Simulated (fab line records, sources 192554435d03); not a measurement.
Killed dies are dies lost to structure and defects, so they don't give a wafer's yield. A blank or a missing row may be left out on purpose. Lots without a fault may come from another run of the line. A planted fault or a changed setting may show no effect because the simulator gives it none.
Chamber matching | flow n5_finfet | N5_MOL_CONTACT_COAG_DESCUM_13 on rie_diel-01: 4 sister chambers
The step chemistry O2, time 7 s. 8 wafers are shown with their chamber, then 9 later ones without.

WAFERS WITH THEIR CHAMBER
wafer  | chamber | throttle_valve_pct (%) | oes_product_au (a.u.)
L079.4 | 1       | 20.94                  | 0.71
L080.6 | 0       | 20.60                  | 0.70
L081.2 | 1       | 20.93                  | 0.71
L082.4 | 2       | 20.57                  | 0.74
L082.5 | 3       | 20.33                  | 0.95
L091.1 | 0       | 20.24                  | 0.95
L091.3 | 3       | 20.36                  | 0.91
L091.4 | 2       | 20.61                  | 0.75

WAFERS WITHOUT THEIR CHAMBER
wafer  | throttle_valve_pct (%) | oes_product_au (a.u.)
L094.2 | 20.28                  | 0.94
L094.3 | 20.37                  | 0.89
L094.6 | 20.61                  | 0.74
L095.1 | 20.35                  | 0.89
L095.2 | 20.26                  | 0.93
L095.5 | 20.62                  | 0.73
L096.1 | 20.98                  | 0.68
L096.3 | 20.26                  | 0.93
L096.4 | 20.62                  | 0.74

WHICH CHAMBER EACH WENT THROUGH
wafer  | from the rows above          | in truth
L094.2 | can't be placed: 3 or 0      | 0
L094.3 | can't be placed: 3 or 0 or 2 | 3
L094.6 | can't be placed: 2 or 0      | 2
L095.1 | can't be placed: 3 or 0      | 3
L095.2 | can't be placed: 3 or 0      | 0
L095.5 | can't be placed: 2 or 0      | 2
L096.1 | 1                            | 1
L096.3 | can't be placed: 3 or 0      | 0
L096.4 | can't be placed: 2 or 0      | 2
Placed correctly: 1 of 9. Can't be placed from these rows: 8 (the true chamber is among the candidates in 8). Placed wrongly: 0.
How it was worked out, from the rows above alone: a wafer's distance from a chamber is the root of the sum, over the readings, of the square of ((its reading less the chamber's mean) divided by the reading's scatter). The wafer belongs to the nearest chamber; if the next one is less than 2 further off, it can't be placed. A chamber's mean is the mean of its shown wafers. The scatter: the root of (the sum of the squares of (reading less its chamber's mean) over the shown wafers, divided by (wafers less chambers)).
